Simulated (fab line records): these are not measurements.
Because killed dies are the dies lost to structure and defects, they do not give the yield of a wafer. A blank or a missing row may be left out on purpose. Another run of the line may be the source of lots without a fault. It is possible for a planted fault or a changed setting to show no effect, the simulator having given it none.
Matching of chambers | flow n5 finfet | N5_BEOL_M15_ETCH_61 on rie diel-02 has 4 sister chambers
The step etches BARC in N2/H2, target depth 89 nm, overetch 26.7 nm, time 67.9 s. 16 wafers are shown with their chamber, then 8 later ones without.

== EACH WAFER AND ITS CHAMBER ==
wafer  | chamber | drypump motor current A (A) | showerhead plenum p Torr (Torr) | throttle valve pct (%)
L074.2 | 1       | 6.6                         | 2.55                            | 17.7
L074.4 | 0       | 6.3                         | 2.59                            | 17.6
L074.5 | 2       | 6.2                         | 2.52                            | 18.2
L077.2 | 2       | 6.1                         | 2.52                            | 18.2
L077.3 | 1       | 6.6                         | 2.55                            | 17.7
L077.4 | 3       | 5.2                         | 2.46                            | 17.6
L080.3 | 1       | 6.6                         | 2.55                            | 17.7
L080.4 | 2       | 6.2                         | 2.52                            | 18.2
L080.6 | 2       | 6.2                         | 2.52                            | 18.2
L083.2 | 2       | 6.1                         | 2.52                            | 18.2
L083.5 | 2       | 6.1                         | 2.52                            | 18.2
L083.6 | 3       | 5.3                         | 2.46                            | 17.6
L088.2 | 2       | 6.1                         | 2.51                            | 18.2
L088.5 | 3       | 5.3                         | 2.46                            | 17.7
L088.6 | 0       | 6.3                         | 2.58                            | 17.1
L094.1 | 3       | 5.3                         | 2.45                            | 17.7

SIGNATURES (averages over the wafers above)
reading                  | chamber 0 | chamber 1 | chamber 2 | chamber 3 | scatter within a chamber
drypump motor current A  | 6.300     | 6.600     | 6.143     | 5.275     | 0.0453
showerhead plenum p Torr | 2.5850    | 2.5500    | 2.5186    | 2.4575    | 0.00419
throttle valve pct       | 17.350    | 17.700    | 18.200    | 17.650    | 0.106
Rule: a wafer's distance from a chamber is the root of the sum, over the readings, of the square of ((its reading less the chamber's mean) divided by the reading's scatter). If the next closest chamber is less than 2 further off than the closest, the wafer can't be placed; otherwise it belongs to the closest. How the scatter is found: for the shown wafers, subtract from each reading the mean of its chamber, square and add these, divide the total by (wafers less chambers), then take the root.

== WAFERS WITH NO CHAMBER GIVEN ==
wafer  | drypump motor current A (A) | showerhead plenum p Torr (Torr) | throttle valve pct (%)
L094.2 | 6.1                         | 2.51                            | 18.2
L094.3 | 6.6                         | 2.54                            | 17.7
L094.4 | 6.7                         | 2.54                            | 17.7
L094.5 | 6.1                         | 2.51                            | 18.2
L094.6 | 5.2                         | 2.45                            | 17.7
L097.3 | 5.3                         | 2.45                            | 17.7
L097.5 | 5.3                         | 2.45                            | 17.7
L097.6 | 6.1                         | 2.50                            | 18.3

== THE CHAMBER EACH PASSED THROUGH ==
wafer  | from the rows above | in truth
L094.2 | 2                   | 2
L094.3 | 1                   | 1
L094.4 | 1                   | 1
L094.5 | 2                   | 2
L094.6 | 3                   | 3
L097.3 | 3                   | 3
L097.5 | 3                   | 3
L097.6 | 2                   | 2
8 of 8 placed correctly. Can't be placed from these rows: 0. Number placed wrongly: 0.
